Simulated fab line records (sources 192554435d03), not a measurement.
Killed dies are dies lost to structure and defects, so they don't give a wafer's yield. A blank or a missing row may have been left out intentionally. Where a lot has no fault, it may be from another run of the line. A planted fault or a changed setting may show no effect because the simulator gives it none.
Which of the tools did it? ; flow n5Finfet ; 10 lots, 30 wafers sampled, at 2 steps of a route of 1938

WHAT THE GAUGES READ, wafer by wafer
N5_GATE_CUT_INSPECT_15: inspects for defects (brightfield).
lot;measured;on;rawDefectCount
L076;day 5 01:05;defectInspect-01;157 90 144
L078;day 5 10:11;defectInspect-02;135 153 114
L080;day 6 03:05;defectInspect-01;101 78 146
L082;day 6 14:51;defectInspect-01;117 154 109
L084;day 7 03:07;defectInspect-02;133 147 173
L086;day 7 10:42;defectInspect-02;121 157 123
L089;day 8 07:37;defectInspect-01;93 87 58
L091;day 8 16:25;defectInspect-01;83 240 185
L093;day 9 05:39;defectInspect-01;139 124 173
L095;day 9 16:59;defectInspect-01;134 186 112

WHICH TOOL RAN EACH LOT (tool, then ch and the chambers of the sampled wafers, then the start)
lot;N5_GATE_CUT_ETCH_58
L076;rieDiel-05 ch 0,1,2, day 4 21:41
L078;rieDiel-06 ch 1,2,3, day 5 06:03
L080;rieDiel-05 ch 0,3, day 5 22:58
L082;rieDiel-05 ch 1,2,3, day 6 11:11
L084;rieDiel-02 ch 1,2,3, day 6 23:45
L086;rieDiel-06 ch 0,2,3, day 7 06:57
L089;rieDiel-02 ch 0,1,2, day 8 04:09
L091;rieDiel-05 ch 0,1,3, day 8 13:05
L093;rieDiel-06 ch 1,2, day 9 02:19
L095;rieDiel-06 ch 2,3, day 9 13:31
- N5_GATE_CUT_ETCH_58: etches SiNx in CH3F/O2, target depth 17 nm, time 128.6 s.

THE ANSWER, worked out from the rows above alone
Rule: the usual values come from the lots themselves. The widest of any qualifying gaps counts: lots, ordered by their means at a reading, are off when they make up no more than a third of the lots, leave a main group of 4 or more, and stand apart from it by 3 or more times the standard deviation of that group's means. A main group is skipped when, at the precision printed for the reading in the tables above, its means are all equal. Also off: a lot with no number at a reading for which 4 or more lots have one. Where the step has rows for the other lots, those lots are counted as sound.
No lot is off on any of the readings shown, so nothing can be concluded from this.

WHAT HAD BEEN PUT IN BY THE SIMULATOR
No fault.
